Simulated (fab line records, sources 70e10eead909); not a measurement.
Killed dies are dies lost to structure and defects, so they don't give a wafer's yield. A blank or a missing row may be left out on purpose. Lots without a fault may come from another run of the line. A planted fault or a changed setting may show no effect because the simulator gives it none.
A struck lot beside a sound one | flow nand_harc | 17 steps out of a route of 1302
Sound: wafers L981.2, L981.3, L981.6. Struck: wafers L983.2, L983.4, L983.5. The cause comes at the end.
At each step with rows: each side's tool, then ch and its chambers, then its first start. Under that, the readings that differ: sound wafers | struck wafers | difference of the means | sigmas: that difference in standard deviations of wafers without a fault.
alike: readings whose means differ by less than 2 such deviations, and words and numbers that are the same on both sides. not compared: withheld readings, readings that some wafer has no value for, bounds like >300 that may hide the same value, and numbers for which the record gives no deviation and whose values overlap.
The two part at a step that has a row with sigmas, a row that says differs or no value, or rows on one side only. Numbers that don't overlap but have no deviation are shown without sigmas and don't part them. A reading that every wafer of one side lacks parts them only if that side has two wafers or more.

NHARC_A_CONTACT_ETCH_106: etches the open film in CF4/O2, target depth 90 nm, overetch 9 nm, time 49.5 s.
  sound on rie_diel-11 ch 0,2,3, day 22 12:47; struck on rie_diel-05 ch 1,2,3, day 23 21:19
  alike: drypump_motor_current_A, oes_product_au, rf_vpp_V, showerhead_plenum_p_Torr, throttle_valve_pct
  not compared: rf_hours_counter_h
NHARC_A_CONTACT_STRIP_82: strips in O2.
  sound on rie_diel-11 ch 0,2; struck on rie_diel-05 ch 0,3
  alike: drypump_motor_current_A, oes_product_au, rf_vpp_V, showerhead_plenum_p_Torr, throttle_valve_pct
  not compared: rf_hours_counter_h
then, 1 step without rows for these wafers: NHARC_A_CONTACT_STRIP_83 (strips in post etch residue remover, time 600 s).
NHARC_A_CONTACT_DEP_84: deposits aC, target thk 2800 nm.
  sound on acl_dep-02 ch 0, day 22 13:47; struck on acl_dep-02 ch 0, day 23 22:17
  alike: throttle_valve_pct
NHARC_A_CONTACT_DEP_85: deposits SiON, target thk 60 nm.
  sound on pecvd-02 ch 1,2, day 22 15:13; struck on pecvd-02 ch 0,1, day 23 23:46
  alike: heater_power_w
then, 7 steps without rows for these wafers: NHARC_A_CONTACT_DEHYDRATE_00 (time 120 s); NHARC_A_CONTACT_HMDS_01 (time 30 s); NHARC_A_CONTACT_COAT_86 (time 75 s); NHARC_A_CONTACT_COAT_87 (time 65 s); NHARC_A_CONTACT_COAT_02 (resist thk 90 nm); NHARC_A_CONTACT_SOFTBAKE_03 (time 55 s); NHARC_A_CONTACT_EBR_04.
NHARC_A_CONTACT_EXPOSE_05: exposes mask A CC.
  sound on arfi_scanner-02 ch 0, day 22 15:41; struck on arfi_scanner-02 ch 0, day 24 00:12
  reading              | sound             | struck            | difference | sigmas
  exposure_dose_mJ_cm2 | 84.30 84.21 84.19 | 90.02 89.92 90.00 | +5.75      | +69
  alike: mask, focus_offset_nm, reticle_temp_C
then, 2 steps without rows for these wafers: NHARC_A_CONTACT_PEB_06 (peb time 65 s); NHARC_A_CONTACT_DEVELOP_07 (develop time 35 s).
NHARC_A_CONTACT_CD_MEAS_08: target cd 200 nm.
  sound on cd_sem-02 ch 0, day 22 15:49; struck on cd_sem-03 ch 0, day 24 00:20
  reading    | sound             | struck            | difference | sigmas
  cd_nm (nm) | 199.9 200.2 199.4 | 205.3 204.9 205.2 | +5.3       | +10
NHARC_A_CONTACT_OVL_MEAS_09:
  sound on overlay-02, day 22 15:54; struck on overlay-02, day 24 00:26
  alike: overlay_x_nm, overlay_y_nm

WHERE THEY PART
First at NHARC_A_CONTACT_EXPOSE_05; last, within this record, at NHARC_A_CONTACT_CD_MEAS_08. Later steps at which nothing parts them and some readings are alike: NHARC_A_CONTACT_OVL_MEAS_09.

WHY: what the simulator had put in
Process parameter drift: arfi_scanner-02, from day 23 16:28 on, at NHARC_A_CONTACT_EXPOSE_05. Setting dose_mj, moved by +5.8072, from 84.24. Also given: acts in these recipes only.
